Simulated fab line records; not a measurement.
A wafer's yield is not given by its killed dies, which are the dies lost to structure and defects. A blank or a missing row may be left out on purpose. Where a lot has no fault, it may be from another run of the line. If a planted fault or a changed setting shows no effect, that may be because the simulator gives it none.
Which tool was responsible?    flow n5_finfet    Sampling: 10 lots, 30 wafers, 5 of 1938 route steps

WHAT THE GAUGES READ, wafer by wafer
N5_START_INSPECT_01: inspects for defects (unpatterned scan).
lot   measured     on                 raw_defect_count
L686  day 1 12:02  defect_inspect-01  8 5 4
L687  day 1 18:02  defect_inspect-02  6 10 4
L691  day 2 18:02  defect_inspect-02  8 5 7
L693  day 3 06:02  defect_inspect-01  3 5 6
L696  day 4 00:02  defect_inspect-02  10 8 6
L700  day 5 00:02  defect_inspect-02  7 5 8
L706  day 6 12:02  defect_inspect-01  10 3 4
L707  day 6 18:02  defect_inspect-01  10 1 4
L708  day 7 00:02  defect_inspect-01  5 1 4
L709  day 7 06:02  defect_inspect-02  10 6 5

N5_WELL_APT_INSPECT_27: inspects for defects (macro).
lot   measured     on                 raw_defect_count
L686  day 1 15:13  defect_inspect-02  1 4 4
L687  day 1 21:13  defect_inspect-01  1 1 1
L691  day 2 21:28  defect_inspect-01  4 1 1
L693  day 3 08:58  defect_inspect-02  3 3 0
L696  day 4 03:01  defect_inspect-02  3 2 2
L700  day 5 03:18  defect_inspect-01  1 1 0
L706  day 6 15:20  defect_inspect-01  4 3 1
L707  day 6 20:52  defect_inspect-02  1 0 0
L708  day 7 03:05  defect_inspect-02  1 3 0
L709  day 7 08:51  defect_inspect-01  0 0 4

N5_WELL_APT_INSPECT_38: inspects for defects (darkfield).
lot   measured     on                 raw_defect_count
L686  day 1 16:53  defect_inspect-01  24 19 18
L687  day 1 23:59  defect_inspect-01  18 7 24
L691  day 2 23:22  defect_inspect-02  8 14 23
L693  day 3 11:17  defect_inspect-02  10 12 6
L696  day 4 04:59  defect_inspect-01  12 24 15
L700  day 5 05:10  defect_inspect-01  16 17 16
L706  day 6 17:28  defect_inspect-01  9 12 33
L707  day 6 22:44  defect_inspect-02  11 13 16
L708  day 7 04:53  defect_inspect-02  11 16 6
L709  day 7 10:32  defect_inspect-01  22 8 4

N5_BEOL_M4_RC_MEAS_101.
lot   measured      on         DIBL_N (mV/V)   DIBL_P (mV/V)   IOFF_N (nA/um)     IOFF_P (nA/um)  ION_N (uA/um)  ION_P (uA/um)  RS_NWELL (ohm/sq)  SS_N (mV/dec)   SS_P (mV/dec)   VT_N (mV)          VT_P (mV)
L686  day 7 17:38   prober-01  35.5 34.1 34.8  35.6 33.7 34.4  0.172 0.148 0.159  0.26 0.23 0.24  685 678 681    473 478 474    1027 1033 1027     71.3 71.3 71.0  73.5 73.0 72.9  250.0 248.9 248.9  -243 -246 -244
L687  day 8 04:54   prober-01  34.3 38.8 36.5  33.6 39.7 35.2  0.129 0.233 0.155  0.19 0.29 0.22  660 687 672    462 468 457    1037 1032 1041     71.6 72.8 72.1  72.8 74.8 73.3  250.5 243.2 251.0  -248 -244 -247
L691  day 9 14:31   prober-01  37.4 37.1 35.0  35.6 36.0 33.4  0.178 0.178 0.136  0.20 0.21 0.16  674 686 664    456 458 448    1032 1048 1036     71.8 71.6 71.7  73.3 73.6 72.4  247.8 249.2 253.0  -255 -253 -255
L693  day 9 16:41   prober-01  36.4 36.4 35.4  34.8 35.9 34.2  0.153 0.160 0.147  0.20 0.23 0.20  671 677 670    464 474 465    1041 1037 1031     71.4 71.3 70.6  73.4 73.2 72.6  250.6 248.7 249.6  -250 -247 -246
L696  day 10 14:10  prober-02  35.7 34.4 33.6  35.9 34.8 33.0  0.157 0.137 0.122  0.21 0.20 0.17  667 666 648    456 463 452    826 823 820        71.3 70.3 71.2  73.0 73.0 71.8  250.1 248.8 253.3  -247 -248 -251
L700  day 11 14:25  prober-01  35.7 35.4 36.0  36.0 35.7 36.0  0.171 0.163 0.169  0.24 0.23 0.24  692 673 684    476 466 470    823 824 820        71.6 71.1 72.0  72.6 72.9 72.7  245.1 247.9 247.9  -247 -244 -246
L706  day 13 21:21  prober-02  36.1 37.1 37.0  34.4 36.0 36.6  0.142 0.142 0.158  0.15 0.17 0.18  664 643 674    450 441 450    1033 1035 1044     70.9 71.9 71.8  72.8 73.1 73.2  249.5 253.3 248.2  -258 -254 -255
L707  day 13 03:45  prober-02  40.2 35.4 37.4  39.1 34.9 37.0  0.228 0.132 0.165  0.27 0.19 0.22  677 672 682    468 462 465    1029 1032 1038     72.5 70.7 71.2  74.4 72.5 73.3  246.0 252.0 247.7  -248 -254 -249
L708  day 13 21:41  prober-01  36.2 35.4 34.2  37.0 37.1 34.5  0.186 0.171 0.136  0.23 0.22 0.18  670 690 660    458 465 451    1032 1031 1030     72.1 71.6 71.1  73.9 74.4 72.8  245.1 248.0 251.7  -248 -250 -253
L709  day 14 04:16  prober-02  36.1 35.0 38.2  36.2 35.4 39.4  0.149 0.136 0.190  0.18 0.17 0.24  665 678 675    456 459 462    1042 1047 1037     71.0 70.9 71.5  72.9 73.7 74.2  252.6 253.1 249.5  -253 -255 -248

WHAT TOOL EACH LOT RAN ON (gives the tool, then ch and the chambers of the sampled wafers, and finally the start)
lot   N5_WELL_APT_IMPLANT_14
L686  implanter-02 ch 0, day 1 14:06
L687  implanter-02 ch 0, day 1 20:07
L691  implanter-01 ch 0, day 2 20:29
L693  implanter-01 ch 0, day 3 07:59
L696  implanter-02 ch 0, day 4 01:53
L700  implanter-02 ch 0, day 5 02:11
L706  implanter-01 ch 0, day 6 14:20
L707  implanter-01 ch 0, day 6 19:47
L708  implanter-01 ch 0, day 7 02:05
L709  implanter-02 ch 0, day 7 07:44
- N5_WELL_APT_IMPLANT_14

AS READ BY THE TOOLS THEMSELVES (means over the sampled wafers that have a number; for cases with no such wafer, the mark the record gives instead)
N5_WELL_APT_IMPLANT_14.
lot   tool          dose_ions_cm2  faraday_current_uA  tilt_deg (degrees)
L686  implanter-02  1.4998e+13     191                 -0.003
L687  implanter-02  1.5002e+13     190                 0.021
L691  implanter-01  1.4992e+13     191                 -0.020
L693  implanter-01  1.4988e+13     194                 0.006
L696  implanter-02  2.2612e+13     286                 0.009
L700  implanter-02  2.2619e+13     285                 -0.021
L706  implanter-01  1.4986e+13     192                 0.005
L707  implanter-01  1.4988e+13     183                 0.008
L708  implanter-01  1.4980e+13     192                 -0.014
L709  implanter-02  1.4985e+13     185                 0.009

THE ANSWER, worked out from the rows above alone
Rule: the lots themselves supply what counts as usual. Put in order of their means at a reading, lots are off if they are a third of the lots or fewer, leave a main group of 4 or more, and stand apart from it by a gap of 3 or more times the standard deviation of the main group's means; of several such gaps the widest counts. A main group whose means are all the same, to the digits that the tables above print for the reading, isn't used. Also off: a lot with no number at a reading for which 4 or more lots have one. All remaining lots with rows at the step are treated as sound. Order of review: gauges by route order, followed by the tools' own readings, for which a lot's mean as printed above is used. The first step at which some lot is off is used, and at that step the reading that is off furthest; a lot without a number counts as furthest.
Off: L696, L700, seen at N5_BEOL_M4_RC_MEAS_101 (RS_NWELL). Mean 1036 ohm/sq and standard deviation 4 in the main group.
If a tool, at a process step before that reading, ran all the lots that are off and no sound lot after the first of them, it fits. The gauges at N5_BEOL_M4_RC_MEAS_101 aren't tried: what is off there is off at N5_WELL_APT_IMPLANT_14 too, on other tools, and a gauge's error can't cause that. No candidate that was tried fits.

WHAT WAS PUT IN BY THE SIMULATOR
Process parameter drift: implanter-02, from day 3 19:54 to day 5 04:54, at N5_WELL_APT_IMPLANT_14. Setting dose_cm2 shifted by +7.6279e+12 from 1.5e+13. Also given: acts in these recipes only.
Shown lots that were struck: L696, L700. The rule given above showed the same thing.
